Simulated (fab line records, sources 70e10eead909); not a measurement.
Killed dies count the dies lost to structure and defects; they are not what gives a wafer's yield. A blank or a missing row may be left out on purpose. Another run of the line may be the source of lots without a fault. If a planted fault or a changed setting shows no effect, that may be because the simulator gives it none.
Check for tools in common + flow nand_harc + 42 wafers sampled across 14 lots

## WHY THIS WAS OPENED
At NHARC_A_ONON_D2_THK_MEAS_21 the reading thk_nm is flagged on 2 of 14 lots. Wafers without a fault read 1001 nm, standard deviation 8.5.
Rule: a lot gets a flag if all its wafers with a number sit over 4 standard deviations from that mean, or if no wafer of it has a number. As for the other lots, they are considered sound.

| lot  | measured     | on            | thk_nm (nm), wafer by wafer | flag    |
|------|--------------|---------------|-----------------------------|---------|
| L201 | day 12 20:31 | film_metro-01 | 979 980 980                 |         |
| L202 | day 12 20:32 | film_metro-02 | 998 998 997                 |         |
| L204 | day 14 10:38 | film_metro-02 | 1008 1008 1008              |         |
| L207 | day 15 11:44 | film_metro-01 | 996 996 996                 |         |
| L208 | day 16 02:20 | film_metro-02 | 1000 999 1000               |         |
| L210 | day 16 02:20 | film_metro-01 | 1006 1005 1006              |         |
| L209 | day 16 02:21 | film_metro-02 | 1003 1002 1002              |         |
| L211 | day 17 11:56 | film_metro-02 | 1007 1009 1007              |         |
| L213 | day 17 18:16 | film_metro-01 | 1001 1000 999               |         |
| L214 | day 18 01:27 | film_metro-01 | 999 999 999                 |         |
| L216 | day 18 16:34 | film_metro-01 | 1007 1008 1006              |         |
| L218 | day 19 11:05 | film_metro-01 | 1005 1006 1007              |         |
| L222 | day 21 09:14 | film_metro-01 | 759 758 759                 | FLAGGED |
| L224 | day 22 06:13 | film_metro-01 | 756 755 756                 | FLAGGED |
The numbers of the flagged lots are 757 nm on average: -244 nm against the usual, or -29 standard deviations.

## WHICH TOOL EACH LOT WENT THROUGH
Before the reading, the record contains 2 process steps out of a 1302-step route. In each cell: the tool, then ch and the chambers that the sampled wafers went through, then the start.
| lot  | flag    | NHARC_A_CHANNEL_FILL_D1_ALD_03                 | NHARC_A_ONON_D2_DEP_19           |
|------|---------|------------------------------------------------|----------------------------------|
| L201 |         | ald_sin_batch-02 ch 0, day 12 10:54 or earlier | pecvd_onon-01 ch 0, day 12 20:04 |
| L202 |         | ald_sin_batch-02 ch 0, day 12 10:57 or earlier | pecvd_onon-04 ch 0, day 12 20:04 |
| L204 |         | ald_sin_batch-03 ch 0, day 14 00:39 or earlier | pecvd_onon-02 ch 0, day 14 10:08 |
| L207 |         | ald_sin_batch-02 ch 0, day 15 02:07 or earlier | pecvd_onon-02 ch 0, day 15 11:13 |
| L208 |         | ald_sin_batch-01 ch 0, day 15 13:22 or earlier | pecvd_onon-01 ch 0, day 16 01:57 |
| L210 |         | ald_sin_batch-03 ch 0, day 15 19:07 or earlier | pecvd_onon-04 ch 0, day 16 01:53 |
| L209 |         | ald_sin_batch-03 ch 0, day 15 19:01 or earlier | pecvd_onon-02 ch 0, day 16 01:57 |
| L211 |         | ald_sin_batch-01 ch 0, day 17 01:59 or earlier | pecvd_onon-04 ch 0, day 17 11:26 |
| L213 |         | ald_sin_batch-02 ch 0, day 17 08:38 or earlier | pecvd_onon-04 ch 0, day 17 17:52 |
| L214 |         | ald_sin_batch-02 ch 0, day 17 15:27 or earlier | pecvd_onon-02 ch 0, day 18 01:04 |
| L216 |         | ald_sin_batch-01 ch 0, day 18 06:58 or earlier | pecvd_onon-02 ch 0, day 18 16:11 |
| L218 |         | ald_sin_batch-02 ch 0, day 19 00:23 or earlier | pecvd_onon-01 ch 0, day 19 10:38 |
| L222 | FLAGGED | ald_sin_batch-02 ch 0, day 20 21:23 or earlier | pecvd_onon-02 ch 0, day 21 08:54 |
| L224 | FLAGGED | ald_sin_batch-01 ch 0, day 21 23:24 or earlier | pecvd_onon-02 ch 0, day 22 05:40 |
What the steps here do:
- NHARC_A_CHANNEL_FILL_D1_ALD_03: deposits SiNx, target thk 6 nm, pulse time 60 s, ald cycles 58.
- NHARC_A_ONON_D2_DEP_19: target thk 1000 nm.
- NHARC_A_ONON_D2_THK_MEAS_21: measures by ellipsometry.

## FLAGGED AGAINST TOTAL, ONE TOOL AT A TIME (gauges that did the reading follow at the end)
| step                           | tool             | lots run | flagged | share of the flagged lots | sound lots run after its first flagged lot |
|--------------------------------|------------------|----------|---------|---------------------------|--------------------------------------------|
| NHARC_A_CHANNEL_FILL_D1_ALD_03 | ald_sin_batch-01 | 4        | 1       | some                      | 0                                          |
| NHARC_A_CHANNEL_FILL_D1_ALD_03 | ald_sin_batch-02 | 7        | 1       | some                      | 0                                          |
| NHARC_A_CHANNEL_FILL_D1_ALD_03 | ald_sin_batch-03 | 3        | 0       | none                      | -                                          |
| NHARC_A_ONON_D2_DEP_19         | pecvd_onon-01    | 3        | 0       | none                      | -                                          |
| NHARC_A_ONON_D2_DEP_19         | pecvd_onon-02    | 7        | 2       | all                       | 0                                          |
| NHARC_A_ONON_D2_DEP_19         | pecvd_onon-04    | 4        | 0       | none                      | -                                          |
| NHARC_A_ONON_D2_THK_MEAS_21    | film_metro-01    | 9        | 2       | all                       | 0                                          |
| NHARC_A_ONON_D2_THK_MEAS_21    | film_metro-02    | 5        | 0       | none                      | -                                          |
NHARC_A_CHANNEL_FILL_D1_ALD_03 gives no start for some lots, so the hours and the order of its lots are those of NHARC_A_ONON_D2_THK_MEAS_05.

## THE TABLE: WHAT IT ALLOWS
Rows of the table that ran all the flagged lots, 2 in number: pecvd_onon-02 at NHARC_A_ONON_D2_DEP_19; film_metro-01 at NHARC_A_ONON_D2_THK_MEAS_21.
- pecvd_onon-02 at NHARC_A_ONON_D2_DEP_19: 2 of its 7 lots flagged. Last sound lot L216 at day 18 16:11, first flagged lot L222 at day 21 08:54; a fault beginning in between fits.
- film_metro-01 at NHARC_A_ONON_D2_THK_MEAS_21: 2 of its 9 lots flagged. Last sound lot L218 at day 19 11:05, first flagged lot L222 at day 21 09:14; a fault beginning in between fits.
Counting lots can't tell these 2 tools apart, because each fits a fault that began at some hour. More lots, or a look at what each step does to the wafer, might.

## WHAT WAS PUT IN BY THE SIMULATOR
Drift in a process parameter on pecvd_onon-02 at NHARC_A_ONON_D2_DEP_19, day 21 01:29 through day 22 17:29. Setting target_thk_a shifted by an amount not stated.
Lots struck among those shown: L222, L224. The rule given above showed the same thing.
